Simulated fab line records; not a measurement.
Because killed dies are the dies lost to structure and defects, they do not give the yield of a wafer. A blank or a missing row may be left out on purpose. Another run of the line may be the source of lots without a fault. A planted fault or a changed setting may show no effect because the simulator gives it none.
8D (eight disciplines) problem report, filled in by code || flow nand-harc || the parts of the form that need people (team, actions taken, sign-off) are left out

== 1. THE PROBLEM ==
Wafers without a fault read 100.2 nm, standard deviation 0.51; cd-nm at NHARC_A_CHANNEL_HOLE_D2_CD_MEAS_10 reads a mean of 89.3 nm on 3 wafers belonging to 3 lots. Relative to the usual mean, that is a shift of -21 standard deviations.
The step: target cd 100 nm.
First observed at day 18 22:38: wafer L384.4, on cd-sem-02. Wafers with a number at this step in the record: 31, from 11 lots. By rule, "out" or "out of limits" means more than 4 standard deviations away from the usual mean. The other wafers with a number count as sound.

== 2. WHAT IT IS AND WHAT IT IS NOT ==
{"question": "which readings at this step", "is": "cd-nm", "is not": "-"}
{"question": "which lots", "is": "L384, L387, L389", "is not": "L378, L379, L381, L382, L383, L392, L394, L395"}
{"question": "which wafers of those lots", "is": "L384.4, L387.2, L389.2", "is not": "L384.6, L387.6, L389.5, L389.6"}
{"question": "read on which gauges", "is": "cd-sem-02, cd-sem-03", "is not": "cd-sem-01"}
{"question": "when", "is": "from day 18 22:38", "is not": "up to then (16 sound wafers); but 12 sound wafers of L387, L389, L392, L394, L395 came after"}

== 3. WHAT RULES OUT EACH SUSPECT ==
Counting: a tool at a process step up to the reading stays a suspect if it ran every lot that is out. Sound lots after the first of them don't rule it out here, since some wafers of a struck lot are sound.
- the gauge at NHARC_A_CHANNEL_HOLE_D2_CD_MEAS_10 is ruled out. The wafers that are out were read on 2 gauges (cd-sem-02, cd-sem-03).
- litho-track-01 at NHARC_A_CHANNEL_HOLE_D2_PEB_08 (peb time 65 s): kept. It processed each lot that is out (first: L384, day 18 22:34); up to then, its last sound lot is L382 (day 18 00:46). Its own readings are out on those wafers: heater-power-total-W.
Left after counting: litho-track-01 at NHARC_A_CHANNEL_HOLE_D2_PEB_08.

== 4. THE CAUSE (what the simulator had put in) ==
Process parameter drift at NHARC_A_CHANNEL_HOLE_D2_PEB_08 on litho-track-01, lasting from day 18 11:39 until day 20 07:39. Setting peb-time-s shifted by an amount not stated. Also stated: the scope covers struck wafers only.
The count eliminated every tool but this one.

== 5. SEQUENCE OF EFFECTS, ordered by route ==
Rows list readings where the struck wafers' mean (over those with a number) sits beyond 3 standard deviations from the usual. Readings are gone through only where the record gives a usual standard deviation; hours: the median, over the lots, of the time from a lot's start at the first step in this table giving one to that lot's start at this step; sigmas: the change measured in usual standard deviations.
{"hours": 0, "step": "NHARC_A_CHANNEL_HOLE_D2_PEB_08", "reading": "heater-power-total-W", "usual": "156.6 W", "on struck wafers": 189.5, "change": "+32.9", "sigmas": "+80"}
{"hours": 0, "step": "NHARC_A_CHANNEL_HOLE_D2_CD_MEAS_10", "reading": "cd-nm", "usual": "100.2 nm", "on struck wafers": 89.3, "change": -10.9, "sigmas": -21}
{"hours": 1, "step": "NHARC_A_CHANNEL_HOLE_D2_CD_MEAS_18", "reading": "cd-nm", "usual": "100 nm", "on struck wafers": 86, "change": -14, "sigmas": -3.5}
{"hours": 9, "step": "NHARC_A_CHANNEL_HOLE_D2_CD_MEAS_31", "reading": "cd-nm", "usual": "89.4 nm", "on struck wafers": 77.4, "change": -12.0, "sigmas": -9.2}
{"hours": 10, "step": "NHARC_A_CHANNEL_HOLE_D2_XSEM_32", "reading": "bot-cd-nm", "usual": "73.8 nm", "on struck wafers": 62.1, "change": -11.7, "sigmas": -8.4}
Process steps it contains:
- NHARC_A_CHANNEL_HOLE_D2_PEB_08: peb time 65 s.
- NHARC_A_CHANNEL_HOLE_D2_XSEM_32
Later measuring or inspecting steps at which every struck wafer that the step has a row for has a number for every such reading, and none has moved that far: NHARC_A_CHANNEL_HOLE_D2_OVL_MEAS_11, NHARC_END_SORT_01.

== 6. HOW IT WOULD HAVE BEEN CAUGHT EARLIER ==
11 hours passed between the start of the fault at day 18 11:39 and the first reading out of limits at a measuring or inspecting step in this record, taken at day 18 22:38.
Tool's own readings at NHARC_A_CHANNEL_HOLE_D2_PEB_08, heater-power-total-W: out on all struck wafers the step has rows for; an alarm limit on them would have tripped on the first.
L387, L389, from the lots that are out (3), started NHARC_A_CHANNEL_HOLE_D2_PEB_08 on litho-track-01 later than day 18 22:38. A hold on the tool at that time would have spared those 2.
